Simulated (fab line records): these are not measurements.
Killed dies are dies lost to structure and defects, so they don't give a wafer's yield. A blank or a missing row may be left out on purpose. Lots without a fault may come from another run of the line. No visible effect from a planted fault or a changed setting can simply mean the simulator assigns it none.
Which tool was responsible? -- flow n5 finfet -- 72 wafers from 24 lots sampled at 6 of the route's 1938 steps

== WHAT EACH GAUGE READ, for each wafer ==
N5_BEOL_M15_OVL_MEAS_11. Usual: for V14_OVL the level is -2 nm and the standard deviation is 5.7.
lot,measured,on,V14_OVL (nm),flag
L074,day 11 03:47,overlay-01,-2 -2 1,
L076,day 11 12:19,overlay-01,1 -3 -4,
L075,day 11 15:36,overlay-02,-4 -9 -9,
L078,day 12 06:58,overlay-02,3 3 6,
L077,day 12 13:35,overlay-02,-5 -2 -6,
L079,day 13 00:49,overlay-02,4 5 7,
L080,day 13 13:39,overlay-02,0 -2 6,
L083,day 13 13:59,overlay-02,1 6 1,
L082,day 13 14:55,overlay-02,-6 -8 -4,
L081,day 13 16:40,overlay-01,12 2 6,
L085,day 14 01:58,overlay-01,-3 -7 -7,
L084,day 14 03:29,overlay-01,-8 -5 -7,
L086,day 14 22:40,overlay-02,-3 -12 -4,
L088,day 14 22:56,overlay-01,1 -2 4,
L087,day 15 04:11,overlay-02,-6 -5 -6,
L090,day 15 10:07,overlay-02,-5 -9 -6,
L092,day 15 12:35,overlay-02,-9 3 -11,
L089,day 15 15:36,overlay-02,-9 -8 -5,
L091,day 15 16:44,overlay-02,3 1 -10,
L093,day 16 07:38,overlay-02,-4 6 -2,
L095,day 16 10:18,overlay-02,0 0 -1,
L094,day 16 10:30,overlay-01,3 -4 9,
L097,day 16 23:13,overlay-01,-1 -11 1,
L096,day 17 03:30,overlay-02,4 -5 11,

N5_BEOL_M15_INSPECT_12: inspects for defects (macro). Usual: raw defect count reads 2.1 (standard deviation 1.4).
lot,measured,on,raw defect count,flag
L074,day 11 03:49,defect inspect-01,2 2 2,
L076,day 11 12:20,defect inspect-01,4 5 2,
L075,day 11 15:38,defect inspect-01,1 1 2,
L078,day 12 06:59,defect inspect-02,0 1 5,
L077,day 12 13:36,defect inspect-01,1 1 0,
L079,day 13 00:50,defect inspect-01,3 4 3,
L080,day 13 13:40,defect inspect-01,3 2 1,
L083,day 13 14:00,defect inspect-01,0 3 2,
L082,day 13 14:56,defect inspect-02,1 3 1,
L081,day 13 16:41,defect inspect-02,2 1 4,
L085,day 14 01:59,defect inspect-01,4 0 1,
L084,day 14 03:31,defect inspect-02,1 0 3,
L086,day 14 22:41,defect inspect-02,3 2 2,
L088,day 14 22:58,defect inspect-02,0 3 2,
L087,day 15 04:13,defect inspect-02,0 1 4,
L090,day 15 10:08,defect inspect-01,4 1 4,
L092,day 15 12:37,defect inspect-01,1 1 2,
L089,day 15 15:38,defect inspect-02,1 2 1,
L091,day 15 16:45,defect inspect-02,2 0 4,
L093,day 16 07:40,defect inspect-01,1 2 1,
L095,day 16 10:19,defect inspect-02,2 3 3,
L094,day 16 10:31,defect inspect-01,0 3 1,
L097,day 16 23:14,defect inspect-01,3 2 1,
L096,day 17 03:31,defect inspect-02,2 1 1,

N5_BEOL_M15_CD_MEAS_28: target cd 407.6 nm. Usual: cd nm reads 408.0 nm (standard deviation 2.4).
lot,measured,on,cd nm (nm),flag
L074,day 11 05:17,cd sem-02,403.0 402.9 408.1,
L076,day 11 14:03,cd sem-02,405.9 411.4 407.0,
L075,day 11 17:10,cd sem-03,410.7 410.6 410.2,
L078,day 12 08:31,cd sem-01,405.7 406.1 404.2,
L077,day 12 15:04,cd sem-03,406.0 406.9 408.5,
L079,day 13 02:29,cd sem-02,407.9 407.8 411.5,
L080,day 13 15:06,cd sem-02,409.0 409.9 409.3,
L083,day 13 15:37,cd sem-03,408.5 407.4 408.1,
L082,day 13 16:37,cd sem-03,404.6 404.3 406.4,
L081,day 13 18:48,cd sem-03,405.3 406.4 406.0,
L085,day 14 03:31,cd sem-01,406.2 411.0 409.0,
L084,day 14 04:55,cd sem-02,408.0 409.2 407.9,
L086,day 15 00:26,cd sem-01,409.3 411.7 411.4,
L088,day 15 00:47,cd sem-03,410.0 408.6 412.5,
L087,day 15 05:47,cd sem-02,406.7 406.3 409.6,
L090,day 15 12:05,cd sem-01,407.6 406.4 409.4,
L092,day 15 14:13,cd sem-01,409.7 408.7 406.6,
L089,day 15 17:10,cd sem-01,408.3 404.8 409.1,
L091,day 15 18:38,cd sem-01,407.1 406.9 405.5,
L093,day 16 09:12,cd sem-02,404.5 407.0 404.8,
L095,day 16 12:10,cd sem-01,404.3 407.4 405.4,
L094,day 16 12:20,cd sem-02,405.9 409.2 408.2,
L097,day 17 00:57,cd sem-01,408.8 409.7 408.2,
L096,day 17 05:22,cd sem-02,412.4 409.4 413.5,

== TOOL THAT RAN EACH LOT (tool first, then ch and the chambers of the sampled wafers, then the start) ==
lot,N5_BEOL_M14_CMP_49,N5_BEOL_M14_DEP_53,N5_BEOL_M15_DESCUM_15
L074,"cmp-02 ch 0,1,3, day 11 02:43","pecvd-02 ch 0,1,2, day 11 03:04","rie diel-03 ch 0,1,2, day 11 03:50"
L076,"cmp-03 ch 0,1,2, day 11 11:12","pecvd-01 ch 1,2, day 11 11:29","rie diel-02 ch 0,1,2, day 11 12:30"
L075,"cmp-03 ch 0,1,3, day 11 14:39","pecvd-04 ch 1,2, day 11 14:53","rie diel-02 ch 0,1, day 11 15:40"
L078,"cmp-01 ch 1,2, day 12 05:46","pecvd-04 ch 0,2, day 12 06:08","rie diel-05 ch 1,2, day 12 07:01"
L077,"cmp-02 ch 1,2, day 12 12:25","pecvd-04 ch 0,1,2, day 12 12:44","rie diel-05 ch 1,3, day 12 13:38"
L079,"cmp-01 ch 0,1,2, day 12 23:35","pecvd-04 ch 0,2, day 12 23:57","rie diel-02 ch 0,3, day 13 00:52"
L080,"cmp-03 ch 0,1, day 13 12:34","pecvd-04 ch 0,1,2, day 13 12:57","rie diel-03 ch 0,3, day 13 13:42"
L083,"cmp-03 ch 1,2, day 13 12:56","pecvd-01 ch 1,2, day 13 13:16","rie diel-03 ch 0,1,2, day 13 14:07"
L082,"cmp-02 ch 0,1,2, day 13 13:47","pecvd-01 ch 1,2, day 13 14:04","rie diel-03 ch 0,1,2, day 13 15:11"
L081,"cmp-02 ch 0,2,3, day 13 15:33","pecvd-02 ch 1,2, day 13 15:50","rie diel-05 ch 1,2, day 13 17:25"
L085,"cmp-01 ch 0,2,3, day 14 00:45","pecvd-02 ch 1,2, day 14 01:07","rie diel-05 ch 1,2, day 14 02:01"
L084,"cmp-01 ch 0,3, day 14 02:28","pecvd-02 ch 0,2, day 14 02:47","rie diel-03 ch 0,3, day 14 03:33"
L086,"cmp-02 ch 0,2,3, day 14 21:33","pecvd-01 ch 1,2, day 14 21:50","rie diel-05 ch 0,2,3, day 14 22:55"
L088,"cmp-03 ch 2,3, day 14 21:44","pecvd-01 ch 0,1, day 14 22:06","rie diel-02 ch 0,1,3, day 14 23:16"
L087,"cmp-02 ch 0,1, day 15 03:07","pecvd-01 ch 1,2, day 15 03:29","rie diel-02 ch 1,2, day 15 04:15"
L090,"cmp-01 ch 0,2,3, day 15 09:07","pecvd-01 ch 0,2, day 15 09:23","rie diel-05 ch 1,2, day 15 10:41"
L092,"cmp-02 ch 0,1,2, day 15 11:36","pecvd-04 ch 0,1,2, day 15 11:53","rie diel-02 ch 1,3, day 15 12:39"
L089,"cmp-03 ch 0,2,3, day 15 14:37","pecvd-04 ch 0,1, day 15 14:53","rie diel-02 ch 0,2,3, day 15 15:40"
L091,"cmp-03 ch 0,2, day 15 15:31","pecvd-02 ch 0,1, day 15 15:53","rie diel-02 ch 1,2, day 15 17:08"
L093,"cmp-01 ch 0,1,3, day 16 06:31","pecvd-01 ch 1,2, day 16 06:48","rie diel-02 ch 0,1,3, day 16 07:42"
L095,"cmp-02 ch 2,3, day 16 09:06","pecvd-01 ch 0,1, day 16 09:28","rie diel-03 ch 0,2,3, day 16 10:47"
L094,"cmp-01 ch 0,2,3, day 16 09:20","pecvd-02 ch 0,1,2, day 16 09:40","rie diel-02 ch 1,2, day 16 10:48"
L097,"cmp-03 ch 1,2,3, day 16 22:04","pecvd-02 ch 0,1, day 16 22:23","rie diel-02 ch 1,3, day 16 23:17"
L096,"cmp-02 ch 1,2,3, day 17 02:17","pecvd-04 ch 0,2, day 17 02:40","rie diel-05 ch 0,1,3, day 17 03:50"
- N5_BEOL_M14_CMP_49: polishes, stops on SiO2, t overpolish 5.2 s, target thk 560 nm.
- N5_BEOL_M14_DEP_53: deposits SiCN from 3MS/NH3, target thk 50 nm, time 17.8 s.
- N5_BEOL_M15_DESCUM_15: chemistry O2, time 7.9 s.

== WHAT THE TOOLS THEMSELVES READ (means of the sampled wafers that have a number; where no wafer has one, the mark that the record gives instead) ==
N5_BEOL_M14_CMP_49. Usual: barrier field endpoint s 11.6 s, standard deviation 0.41; motor current A 8.4 A, standard deviation 0.6; overpolish run s 5.199 s, standard deviation 0.0096; time to endpoint s 125 s, standard deviation 6.7.
lot,tool,barrier field endpoint s (s),motor current A (A),overpolish run s (s),time to endpoint s (s),flag
L074,cmp-02,11.8,8.4,5.201,129,
L076,cmp-03,11.5,7.9,5.195,123,
L075,cmp-03,11.8,8.5,5.205,126,
L078,cmp-01,11.2,8.2,5.194,122,
L077,cmp-02,12.3,8.4,5.194,135,
L079,cmp-01,11.0,8.2,5.210,116,
L080,cmp-03,11.3,8.4,5.191,121,
L083,cmp-03,11.3,7.9,5.206,123,
L082,cmp-02,12.1,8.7,5.204,134,
L081,cmp-02,11.9,8.9,5.200,132,
L085,cmp-01,11.3,8.0,5.205,117,
L084,cmp-01,11.5,8.1,5.192,123,
L086,cmp-02,11.9,8.8,5.194,125,
L088,cmp-03,11.4,8.5,5.201,125,
L087,cmp-02,11.6,8.7,5.196,124,
L090,cmp-01,11.8,8.0,5.198,127,
L092,cmp-02,11.6,8.7,5.192,128,
L089,cmp-03,11.5,8.5,5.198,126,
L091,cmp-03,11.6,8.4,5.203,124,
L093,cmp-01,11.2,7.8,5.201,119,
L095,cmp-02,11.9,8.5,5.196,131,
L094,cmp-01,11.0,8.2,5.189,114,
L097,cmp-03,11.4,7.9,5.208,123,
L096,cmp-02,12.0,8.4,5.198,132,

N5_BEOL_M14_DEP_53. Usual: showerhead plenum p Torr 4.15 Torr, standard deviation 0.03; throttle valve pct 18.1 %, standard deviation 1.
lot,tool,showerhead plenum p Torr (Torr),throttle valve pct (%),flag
L074,pecvd-02,4.16,18.1,
L076,pecvd-01,4.11,17.0,
L075,pecvd-04,4.16,18.9,
L078,pecvd-04,4.15,19.1,
L077,pecvd-04,4.15,18.3,
L079,pecvd-04,4.15,19.2,
L080,pecvd-04,4.16,18.7,
L083,pecvd-01,4.11,17.2,
L082,pecvd-01,4.11,16.9,
L081,pecvd-02,4.15,18.2,
L085,pecvd-02,4.15,18.1,
L084,pecvd-02,4.16,17.4,
L086,pecvd-01,4.10,17.0,
L088,pecvd-01,4.18,17.9,
L087,pecvd-01,4.11,17.0,
L090,pecvd-01,4.13,17.2,
L092,pecvd-04,4.17,18.7,
L089,pecvd-04,4.16,18.1,
L091,pecvd-02,4.16,19.0,
L093,pecvd-01,4.11,17.0,
L095,pecvd-01,4.18,17.9,
L094,pecvd-02,4.15,18.3,
L097,pecvd-02,4.15,19.1,
L096,pecvd-04,4.15,18.9,

N5_BEOL_M15_DESCUM_15. Usual: drypump motor current A 5.8 A, standard deviation 0.48; oes product au 0.77 a.u., standard deviation 0.072; rf vpp V 242.8 V, standard deviation 1.1; showerhead plenum p Torr 2.08 Torr, standard deviation 0.046; throttle valve pct 20.44 %, standard deviation 0.27.
lot,tool,drypump motor current A (A),oes product au (a.u.),rf vpp V (V),showerhead plenum p Torr (Torr),throttle valve pct (%),flag
L074,rie diel-03,5.3,0.79,243.8,2.11,20.44,
L076,rie diel-02,5.8,0.77,241.9,2.06,20.40,
L075,rie diel-02,5.5,0.82,242.5,2.04,20.18,
L078,rie diel-05,5.8,0.76,243.5,2.12,20.28,
L077,rie diel-05,6.2,0.77,242.9,2.08,20.60,
L079,rie diel-02,5.4,0.80,242.6,2.07,20.32,
L080,rie diel-03,6.2,0.79,243.2,2.08,20.40,
L083,rie diel-03,5.3,0.87,242.9,2.11,20.32,
L082,rie diel-03,5.2,0.85,243.2,2.11,20.33,
L081,rie diel-05,5.8,0.75,243.2,2.12,20.29,
L085,rie diel-05,5.7,0.72,243.2,2.14,20.29,
L084,rie diel-03,5.7,0.79,242.1,2.06,20.47,
L086,rie diel-05,6.0,0.83,242.5,2.06,20.36,
L088,rie diel-02,5.5,0.76,241.6,2.05,20.40,
L087,rie diel-02,5.9,0.72,241.4,2.04,20.51,
L090,rie diel-05,5.7,0.71,243.2,2.13,20.31,
L092,rie diel-02,5.6,0.75,242.4,2.02,20.46,
L089,rie diel-02,5.7,0.73,242.4,2.07,20.57,
L091,rie diel-02,6.2,0.71,242.4,2.07,20.68,
L093,rie diel-02,5.5,0.75,242.8,2.04,20.43,
L095,rie diel-03,5.9,0.79,242.5,2.09,20.38,
L094,rie diel-02,6.2,0.69,242.1,2.07,20.67,
L097,rie diel-02,5.5,0.72,242.4,2.05,20.61,
L096,rie diel-05,5.9,0.78,243.2,2.06,20.37,

== THE ANSWER, worked out from the rows above alone ==
Rule: lot off if the mean of its wafers having a number is beyond 3 standard deviations from the usual mean. A lot without any number at a reading at which 4 lots or more have one is off too. All remaining lots with rows at the step are treated as sound. First the gauges in route order, then the tools' own readings, where a lot's mean is used as printed above. The first step at which some lot is off is used, and at that step the reading that is off furthest; a lot without a number counts as furthest.
No lot is off at any reading shown: from this, nothing can be told.

== WHAT THE SIMULATOR HAD INSERTED ==
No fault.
